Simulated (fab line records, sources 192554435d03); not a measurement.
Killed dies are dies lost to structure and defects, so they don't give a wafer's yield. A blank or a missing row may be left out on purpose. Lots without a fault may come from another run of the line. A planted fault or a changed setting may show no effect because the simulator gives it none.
One fault seen from 2 desks | flow n5_finfet | each desk has only its own numbers; what lay behind them comes last

THE METROLOGY DESK
What the gauges read, lot by lot, whatever tool the lot ran on: means of the sampled wafers that have a number. A lot is out of limits, marked OUT, if its mean lies more than 4 standard deviations from the usual mean; the brackets give that distance. Of its 10 readings 7 are shown: those that lie furthest out on some lot.
Columns: A = DIBL_P at N5_BEOL_M4_RC_MEAS_101, usual 35.8 mV/V; B = IOFF_N at N5_BEOL_M4_RC_MEAS_101, usual 0.15 nA/um; C = IOFF_P at N5_BEOL_M4_RC_MEAS_101, usual 0.21 nA/um; D = ION_N at N5_BEOL_M4_RC_MEAS_101, usual 672 uA/um; E = SS_N at N5_BEOL_M4_RC_MEAS_101, usual 71.5 mV/dec; F = VT_N at N5_BEOL_M4_RC_MEAS_101, usual 250 mV; G = VT_P at N5_BEOL_M4_RC_MEAS_101, usual -250 mV
lot  | first seen here | A    | B    | C    | D   | E    | F   | G
L105 | day 9 13:15     | 36.2 | 0.15 | 0.18 | 672 | 72.1 | 250 | -255
L106 | day 10 04:27    | 35.2 | 0.13 | 0.20 | 664 | 71.4 | 253 | -251
L111 | day 11 21:16    | 34.8 | 0.13 | 0.17 | 674 | 71.3 | 253 | -254
L118 | day 13 22:26    | 39.3 | 0.16 | 0.22 | 680 | 71.9 | 250 | -250
This desk's finding: nothing out of limits on any of the 4 lots.

THE TOOL OWNER'S DESK: pecvd-03
The tool's own readings at N5_BEOL_M0_SAQP_PECVD_97 (deposits SiNx from SiH4/NH3/N2, target thk 23 nm, time 19.9 s): means of the sampled wafers that have a number, for each lot that ran on this tool. A lot is out of limits, marked OUT, if its mean lies more than 4 standard deviations from the usual mean; the brackets give that distance.
Columns: A = heater_power_outer_w at N5_BEOL_M0_SAQP_PECVD_97, usual 305 W; B = heater_power_w at N5_BEOL_M0_SAQP_PECVD_97, usual 554 W; C = showerhead_plenum_p_Torr at N5_BEOL_M0_SAQP_PECVD_97, usual 5.17 Torr; D = throttle_valve_pct at N5_BEOL_M0_SAQP_PECVD_97, usual 40.1 %
lot  | first seen here | A   | B   | C    | D
L105 | day 7 08:09     | 318 | 568 | 5.22 | 38.8
L106 | day 7 19:19     | 324 | 582 | 5.21 | 38.8
L111 | day 9 00:10     | 303 | 563 | 5.12 | 40.3
This desk's finding: nothing out of limits on any of the 3 lots.

PUT TOGETHER
The metrology desk saw nothing out of limits.
The tool owner's desk saw nothing out of limits.

WHAT THE SIMULATOR HAD PUT IN
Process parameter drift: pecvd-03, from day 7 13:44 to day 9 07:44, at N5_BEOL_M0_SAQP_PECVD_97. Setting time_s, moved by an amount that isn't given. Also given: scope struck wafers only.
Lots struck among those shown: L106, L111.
